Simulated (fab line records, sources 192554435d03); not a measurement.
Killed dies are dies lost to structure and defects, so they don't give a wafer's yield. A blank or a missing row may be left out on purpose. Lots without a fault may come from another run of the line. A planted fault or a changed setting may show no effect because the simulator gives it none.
Chamber matching | flow n5_finfet | N5_BEOL_M2_ILD_DEP_00 on pecvd-03: 3 sister chambers
The step deposits SiOC from DEMS/O2, target thk 79 nm, time 15.3 s. 3 wafers are shown with their chamber, then 9 later ones without.

WAFERS WITH THEIR CHAMBER
wafer  | chamber | throttle_valve_pct (%)
L082.6 | 1       | 11.6
L084.2 | 2       | 10.9
L084.6 | 0       | 12.4

WAFERS WITHOUT THEIR CHAMBER
wafer  | throttle_valve_pct (%)
L089.1 | 10.9
L089.2 | 12.0
L089.6 | 11.3
L096.3 | 11.2
L096.4 | 11.0
L096.5 | 12.5
L095.3 | 11.7
L095.5 | 12.4
L095.6 | 11.1

WHICH CHAMBER EACH WENT THROUGH
wafer  | from the rows above     | in truth
L089.1 | 2                       | 2
L089.2 | can't be placed: 0 or 1 | 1
L089.6 | can't be placed: 1 or 2 | 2
L096.3 | can't be placed: 2 or 1 | 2
L096.4 | 2                       | 2
L096.5 | 0                       | 0
L095.3 | 1                       | 1
L095.5 | 0                       | 0
L095.6 | can't be placed: 2 or 1 | 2
Placed correctly: 5 of 9. Can't be placed from these rows: 4 (the true chamber is among the candidates in 4). Placed wrongly: 0.
How it was worked out, from the rows above alone: a wafer's distance from a chamber is the root of the sum, over the readings, of the square of ((its reading less the chamber's mean) divided by the reading's scatter). The wafer belongs to the nearest chamber; if the next one is less than 2 further off, it can't be placed. A chamber's mean is the mean of its shown wafers. The scatter: with one shown wafer a chamber, the root of the mean of the squares of how far each hidden wafer lies from its nearest shown one.
